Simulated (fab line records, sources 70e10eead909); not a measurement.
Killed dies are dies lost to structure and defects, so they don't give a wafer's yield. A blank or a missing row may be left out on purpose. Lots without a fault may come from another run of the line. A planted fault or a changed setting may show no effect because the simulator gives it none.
Which tool did it? | flow nand_harc | 7 lots, 21 wafers sampled, at 2 steps of a route of 1159

WHAT THE GAUGES READ, wafer by wafer
NHARC_A_ONON_D1_THK_MEAS_27: measures by ellipsometry.
lot  | measured     | on            | thk_nm (nm)
L903 | day 8 08:37  | film_metro-02 | 992 993 992
L905 | day 8 21:25  | film_metro-02 | 1012 1011 1010
L906 | day 9 08:13  | film_metro-02 | 989 989 990
L909 | day 9 20:20  | film_metro-01 | 1006 1005 1004
L911 | day 10 16:23 | film_metro-02 | 1016 1016 1018
L917 | day 12 06:22 | film_metro-01 | 1874 1876 1874 1874 1874 1876
L924 | day 13 17:05 | film_metro-02 | 1003 1001 1002

WHICH TOOL RAN EACH LOT (tool, then ch and the chambers of the sampled wafers, then the start)
lot  | NHARC_A_ONON_D1_DEP_25
L903 | pecvd_onon-03 ch 0, day 8 08:05
L905 | pecvd_onon-01 ch 0, day 8 20:54
L906 | pecvd_onon-02 ch 0, day 9 07:49
L909 | pecvd_onon-02 ch 0, day 9 19:50
L911 | pecvd_onon-02 ch 0, day 10 15:53
L917 | pecvd_onon-03 ch 0, day 12 05:54
L924 | pecvd_onon-01 ch 0, day 13 16:34
- NHARC_A_ONON_D1_DEP_25: target thk 1000 nm.

THE ANSWER, worked out from the rows above alone
Rule: what is usual is taken from the lots themselves. Put in order of their means at a reading, lots are off if they are a third of the lots or fewer, leave a main group of 4 or more, and stand apart from it by a gap of 3 or more times the standard deviation of the main group's means; of several such gaps the widest counts. A main group whose means are all the same, to the digits that the tables above print for the reading, isn't used. A lot without any number at a reading at which 4 lots or more have one is off too. The other lots that the step has rows for count as sound.
Off: L917, at NHARC_A_ONON_D1_THK_MEAS_27 (thk_nm). The main group: mean 1003 nm, standard deviation 9.6.
A tool fits if, at a process step before that reading, it ran every lot that is off, and no sound lot after the first of them. The gauges at NHARC_A_ONON_D1_THK_MEAS_27 are tried like those tools. Can't be told from this: 2 tools fit, pecvd_onon-03 at NHARC_A_ONON_D1_DEP_25, film_metro-01 at NHARC_A_ONON_D1_THK_MEAS_27.

WHAT THE SIMULATOR HAD PUT IN
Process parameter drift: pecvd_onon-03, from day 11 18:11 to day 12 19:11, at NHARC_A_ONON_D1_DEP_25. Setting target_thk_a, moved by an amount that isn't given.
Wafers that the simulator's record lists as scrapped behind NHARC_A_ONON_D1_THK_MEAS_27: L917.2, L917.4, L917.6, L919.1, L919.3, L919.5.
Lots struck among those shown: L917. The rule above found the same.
